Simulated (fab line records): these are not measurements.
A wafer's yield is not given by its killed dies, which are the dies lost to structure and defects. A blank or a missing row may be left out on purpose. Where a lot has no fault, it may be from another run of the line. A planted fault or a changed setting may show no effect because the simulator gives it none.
fab line records | flow n5_finfet | part 2 of 2: steps 24 to 31 of 31
record: lots: 5 | wafers: 15 | last_day: 16
route steps=1938 shown BEOL_M9@1456 BEOL_M10@1470
lots untouched by any fault: they come from a run of this same line in which no faults occurred
start_h: hours from the record's first day to the start of the lot's first wafer shown | wait_h: hours from the lot's prior step to this one | " as in the row above | L1.1+2: a row that stands for several wafers | - no value present, or no start provided | * or withheld: withheld | < > ~ a bound
route shown NAME@n: names a module that has steps shown in the file, with the first one's number in the route | usual: mean/standard deviation of fault-free wafers | same: alike in all rows | chamber/n: place in a boat | sites: per-site readings | _std_site: standard deviation of those values | _edge_site: the outer-site mean with the inner-site mean subtracted | radius_mm: how far each site lies from the wafer's centre | mask NAME#n: copy n | behind: the most recent tool/chamber to have shaped the wafer | hold: the reason the lot was held/the length of the hold in hours/how it ended | device: whichever transistor did not switch (one of n, p or np) | end of line: the tests these same wafers got at the end of their route | step lacking rows: just its recipe | killed: not the wafer's yield, but the dies lost to structure and defects at the first sort | map: the dies of a wafer, with x for killed, . for not killed, _ for no die there
set.NAME: the setting the step ran with; set.NAME@STEP: the setting that earlier step ran with | model.NAME: the simulator's own value behind a step, which no gauge read
a table for each step, a row for each wafer; lots at some steps of the route
services: from which hour (start_h, from the record's first day; less than 0 if before it) a tool's chamber was out of use, for how many hours, and why
== steps ==
step: N5_BEOL_M10_SOFTBAKE_06
recipe: temp_c: 110 | time_s: 60 | resist: CAR-ArF
usual: chill_plate_temp_C: 22.98/0.11
lot.wafer | tool           | chamber | start_h | wait_h | chill_plate_temp_C
L075.1    | litho_track-01 | 0       | -       | -      | 22.94
L075.3    | "              | 0       | "       | "      | 23.02
L075.4    | "              | 0       | "       | "      | 23.05
L078.3    | litho_track-01 | 0       | -       | -      | 22.94
L078.4    | "              | 0       | "       | "      | 23.02
L078.6    | "              | 0       | "       | "      | 22.94
L083.1    | litho_track-05 | 0       | -       | -      | 23.12
L083.3    | "              | 0       | "       | "      | 23.01
L083.4    | "              | 0       | "       | "      | 22.91
L084.2    | litho_track-04 | 0       | -       | -      | 22.98
L084.5    | "              | 0       | "       | "      | 22.96
L084.6    | "              | 0       | "       | "      | 22.99
L093.2    | litho_track-04 | 0       | -       | -      | 22.95
L093.4    | "              | 0       | "       | "      | 23.08
L093.5    | "              | 0       | "       | "      | 23.09
step: N5_BEOL_M10_EXPOSE_08
recipe: mask_id: M10 | na: 1.35 | source_shape: dipole | sigma_inner: 0.411 | sigma_outer: 0.611 | polarization: te | dose_mj: 53.75
usual: exposure_dose_mJ_cm2: 54.0/0.39
same: dipole_opening_deg: 40
lot.wafer | tool            | chamber | start_h | wait_h | mask  | exposure_dose_mJ_cm2
L075.1    | arfi_scanner-03 | 0       | 219.89  | -      | M10#0 | 53.8
L075.3    | "               | 0       | "       | "      | M10#0 | 53.7
L075.4    | "               | 0       | "       | "      | M10#0 | 53.7
L078.3    | arfi_scanner-03 | 0       | 257.44  | -      | M10#0 | 53.7
L078.4    | "               | 0       | "       | "      | M10#0 | 53.7
L078.6    | "               | 0       | "       | "      | M10#0 | 53.7
L083.1    | arfi_scanner-02 | 0       | 261.42  | -      | M10#0 | 54.0
L083.3    | "               | 0       | "       | "      | M10#0 | 53.9
L083.4    | "               | 0       | "       | "      | M10#0 | 54.0
L084.2    | arfi_scanner-01 | 0       | 290.20  | -      | M10#0 | 53.6
L084.5    | "               | 0       | "       | "      | M10#0 | 53.6
L084.6    | "               | 0       | "       | "      | M10#0 | 53.7
L093.2    | arfi_scanner-03 | 0       | 339.19  | -      | M10#0 | 54.6
L093.4    | "               | 0       | "       | "      | M10#0 | 54.6
L093.5    | "               | 0       | "       | "      | M10#0 | 54.6
step: N5_BEOL_M10_PEB_09
recipe: peb_temp_c: withheld | peb_time_s: 60 | resist: CAR-ArF
usual: chill_plate_temp_C: 22.97/0.1
lot.wafer | tool           | chamber | start_h | wait_h | chill_plate_temp_C
L075.1    | litho_track-05 | 0       | 219.95  | 0.1    | 22.94
L075.3    | "              | 0       | "       | "      | 22.85
L075.4    | "              | 0       | "       | "      | 23.11
L078.3    | litho_track-04 | 0       | 257.49  | 0.0    | 22.85
L078.4    | "              | 0       | "       | "      | 22.94
L078.6    | "              | 0       | "       | "      | 23.00
L083.1    | litho_track-04 | 0       | 261.48  | 0.1    | 23.10
L083.3    | "              | 0       | "       | "      | 23.02
L083.4    | "              | 0       | "       | "      | 23.03
L084.2    | litho_track-01 | 0       | 290.26  | 0.1    | 23.02
L084.5    | "              | 0       | "       | "      | 23.02
L084.6    | "              | 0       | "       | "      | 23.00
L093.2    | litho_track-04 | 0       | 339.24  | 0.0    | 23.14
L093.4    | "              | 0       | "       | "      | 23.04
L093.5    | "              | 0       | "       | "      | 23.06
step: N5_BEOL_M10_DEVELOP_10
recipe: develop_time_s: 30 | developer: TMAH | resist: CAR-ArF | rinse_liquid: diw | dry: air_spin | dev_temp_c: 23
usual: chill_plate_temp_C: 23.00/0.11
lot.wafer | tool           | chamber | start_h | wait_h | chill_plate_temp_C
L075.1    | litho_track-05 | 0       | -       | -      | 23.08
L075.3    | "              | 0       | "       | "      | 22.88
L075.4    | "              | 0       | "       | "      | 23.11
L078.3    | litho_track-04 | 0       | -       | -      | 23.04
L078.4    | "              | 0       | "       | "      | 23.08
L078.6    | "              | 0       | "       | "      | 23.06
L083.1    | litho_track-04 | 0       | -       | -      | 22.90
L083.3    | "              | 0       | "       | "      | 22.94
L083.4    | "              | 0       | "       | "      | 22.91
L084.2    | litho_track-01 | 0       | -       | -      | 23.01
L084.5    | "              | 0       | "       | "      | 22.78
L084.6    | "              | 0       | "       | "      | 23.06
L093.2    | litho_track-04 | 0       | -       | -      | 23.01
L093.4    | "              | 0       | "       | "      | 22.98
L093.5    | "              | 0       | "       | "      | 22.99
step: N5_BEOL_M10_CD_MEAS_11
recipe: target_cd_nm: 64.1 | landing_energy_ev: 500 | detector: se_inlens | polarity: opening
usual: cd_nm: 63.8/0.55
lot.wafer | tool      | chamber | start_h | wait_h | cd_nm
L075.1    | cd_sem-01 | 0       | 220.02  | -      | 63.6
L075.3    | "         | 0       | "       | "      | 63.3
L075.4    | "         | 0       | "       | "      | 64.3
L078.3    | cd_sem-01 | 0       | 257.55  | -      | 63.4
L078.4    | "         | 0       | "       | "      | 64.0
L078.6    | "         | 0       | "       | "      | 63.7
L083.1    | cd_sem-01 | 0       | 261.55  | -      | 63.7
L083.3    | "         | 0       | "       | "      | 63.5
L083.4    | "         | 0       | "       | "      | 64.4
L084.2    | cd_sem-02 | 0       | 290.32  | -      | 63.6
L084.5    | "         | 0       | "       | "      | 63.4
L084.6    | "         | 0       | "       | "      | 63.0
L093.2    | cd_sem-02 | 0       | 339.31  | -      | 64.0
L093.4    | "         | 0       | "       | "      | 64.6
L093.5    | "         | 0       | "       | "      | 63.8
step: N5_BEOL_M10_OVL_MEAS_12
recipe: points_per_wafer: 44
usual: M10_OVL: -0.3/0.78
lot.wafer | tool       | chamber | start_h | wait_h | M10_OVL[nm]
L075.1    | overlay-02 | 0       | 220.05  | 0.0    | -1.0
L075.3    | "          | 0       | "       | "      | -0.3
L075.4    | "          | 0       | "       | "      | -0.4
L078.3    | overlay-01 | 0       | 257.58  | 0.0    | 2.0
L078.4    | "          | 0       | "       | "      | 1.1
L078.6    | "          | 0       | "       | "      | 1.1
L083.1    | overlay-01 | 0       | 261.58  | 0.0    | -1.3
L083.3    | "          | 0       | "       | "      | -0.6
L083.4    | "          | 0       | "       | "      | -0.8
L084.2    | overlay-01 | 0       | 290.35  | 0.0    | 0.5
L084.5    | "          | 0       | "       | "      | 0.4
L084.6    | "          | 0       | "       | "      | 0.5
L093.2    | overlay-02 | 0       | 339.34  | 0.0    | -1.0
L093.4    | "          | 0       | "       | "      | -0.6
L093.5    | "          | 0       | "       | "      | -1.1
step: N5_BEOL_M10_INSPECT_13
recipe: mode: adi | inspect_instrument: brightfield
usual: raw_defect_count: 417/110
lot.wafer | tool              | chamber | start_h | wait_h | raw_defect_count
L075.1    | defect_inspect-02 | -       | 220.07  | 0.0    | 295
L075.3    | "                 | -       | "       | "      | 251
L075.4    | "                 | -       | "       | "      | 352
L078.3    | defect_inspect-02 | -       | 257.61  | 0.0    | 528
L078.4    | "                 | -       | "       | "      | 573
L078.6    | "                 | -       | "       | "      | 515
L083.1    | defect_inspect-02 | -       | 261.60  | 0.0    | 300
L083.3    | "                 | -       | "       | "      | 241
L083.4    | "                 | -       | "       | "      | 252
L084.2    | defect_inspect-02 | -       | 290.38  | 0.0    | 289
L084.5    | "                 | -       | "       | "      | 320
L084.6    | "                 | -       | "       | "      | 294
L093.2    | defect_inspect-02 | -       | 339.36  | 0.0    | 443
L093.4    | "                 | -       | "       | "      | 405
L093.5    | "                 | -       | "       | "      | 239
step: N5_BEOL_M10_DESCUM_16
recipe: chemistry: O2 | time_s: 7.9 | source_power_w: 50 | bias_power_w: 20 | pressure_mtorr: 20 | rf_frequency_hz: 2.712e+07 | temp_c: 40 | resist: CAR-ArF | o2_flow_sccm: 225
usual: bias_power_w: 20.00/0.061 | drypump_motor_current_A: 5.9/0.5 | oes_product_au: 0.83/0.095 | rf_vpp_V: 243.6/1.4 | showerhead_plenum_p_Torr: 2.13/0.074 | temp_c: 40.00/0.12 | throttle_valve_pct: 20.34/0.19
lot.wafer | tool        | chamber | start_h | wait_h | bias_power_w | drypump_motor_current_A | oes_product_au | rf_hours_counter_h | rf_vpp_V | showerhead_plenum_p_Torr | temp_c | throttle_valve_pct
L075.1    | rie_diel-02 | 0       | 220.99  | 0.9    | 20.01        | 5.3                     | 0.71           | 217                | 241.0    | 2.00                     | 39.95  | 20.44
L075.3    | "           | 1       | "       | "      | 20.01        | 6.2                     | 0.71           | 228                | 244.4    | 2.14                     | 40.00  | 20.30
L075.4    | "           | 2       | "       | "      | 19.94        | 5.3                     | 0.70           | 243                | 243.9    | 2.16                     | 40.03  | 20.84
L078.3    | rie_diel-03 | 1       | 257.64  | 0.0    | 20.03        | 5.3                     | 0.81           | 100                | 241.9    | 2.11                     | 40.11  | 20.25
L078.4    | "           | 0       | "       | "      | 19.89        | 5.6                     | 0.71           | 219                | 242.2    | 2.06                     | 39.90  | 20.25
L078.6    | "           | 3       | "       | "      | 20.00        | 5.6                     | 0.91           | -                  | 243.8    | 2.23                     | 39.86  | 20.30
L083.1    | rie_diel-04 | 0       | 261.67  | 0.1    | 19.95        | 6.7                     | 0.89           | 31                 | 243.8    | 2.23                     | 40.20  | 20.47
L083.3    | "           | 3       | "       | "      | 19.94        | 6.4                     | 0.85           | 69                 | 242.5    | 2.12                     | 39.92  | 20.52
L083.4    | "           | 1       | "       | "      | 19.92        | 6.3                     | 0.93           | 23                 | 240.4    | 2.06                     | 39.99  | 20.14
L084.2    | rie_diel-02 | 1       | 290.41  | 0.0    | 20.08        | 6.3                     | 0.99           | 0                  | 244.4    | 2.13                     | 40.18  | 19.96
L084.5    | "           | 1       | "       | "      | 20.03        | 6.2                     | 1.00           | -                  | 243.9    | 2.13                     | 40.14  | 19.96
L084.6    | "           | 0       | "       | "      | 19.96        | 5.3                     | 0.69           | -                  | 240.4    | 1.99                     | 40.04  | 20.48
L093.2    | rie_diel-03 | 1       | 339.52  | 0.2    | 19.97        | 5.3                     | 0.78           | 127                | 243.5    | 2.10                     | 40.15  | 20.28
L093.4    | "           | 0       | "       | "      | 19.92        | 5.6                     | 0.70           | 243                | 244.1    | 2.05                     | 40.06  | 20.30
L093.5    | "           | 0       | "       | "      | 19.99        | 5.6                     | 0.69           | -                  | 243.3    | 2.05                     | 40.08  | 20.31
== services ==
tool            | chamber | start_h | hours | kind
rie_diel-03     | 3       | 189.80  | 9.6   | repair
uv_cure-02      | -       | 196.64  | 0.5   | repair
ecd_cu-02       | -       | 197.39  | 1.2   | repair
arfi_scanner-03 | -       | 211.60  | 1.0   | pm
ecd_cu-01       | -       | 211.64  | 6.7   | repair
rie_diel-03     | -       | 219.02  | 2.8   | pm
ecd_cu-01       | -       | 225.64  | 3.8   | repair
pecvd-03        | 0       | 227.38  | 25.5  | repair
arfi_scanner-03 | -       | 227.96  | 2.5   | repair
pvd_sputter-01  | -       | 231.67  | 2.2   | repair
pvd_sputter-01  | -       | 236.50  | 2.7   | repair
ecd_cu-01       | -       | 241.97  | 5.3   | pm
ald_metal-01    | 1       | 243.56  | 3.8   | repair
arfi_scanner-03 | -       | 247.56  | 1.3   | pm
pecvd-02        | -       | 265.94  | 6.0   | pm
arfi_scanner-03 | -       | 275.68  | 4.9   | pm
uv_cure-02      | -       | 276.46  | 0.4   | repair
pecvd-02        | -       | 289.68  | 2.4   | repair
ecd_cu-02       | -       | 291.51  | 0.7   | repair
arfi_scanner-03 | -       | 304.09  | 0.5   | repair
arfi_scanner-03 | -       | 314.23  | 0.8   | pm
pecvd-03        | 1       | 321.47  | 16.8  | repair
ald_metal-01    | -       | 337.40  | 14.0  | pm
pvd_sputter-01  | -       | 339.12  | 1.2   | repair
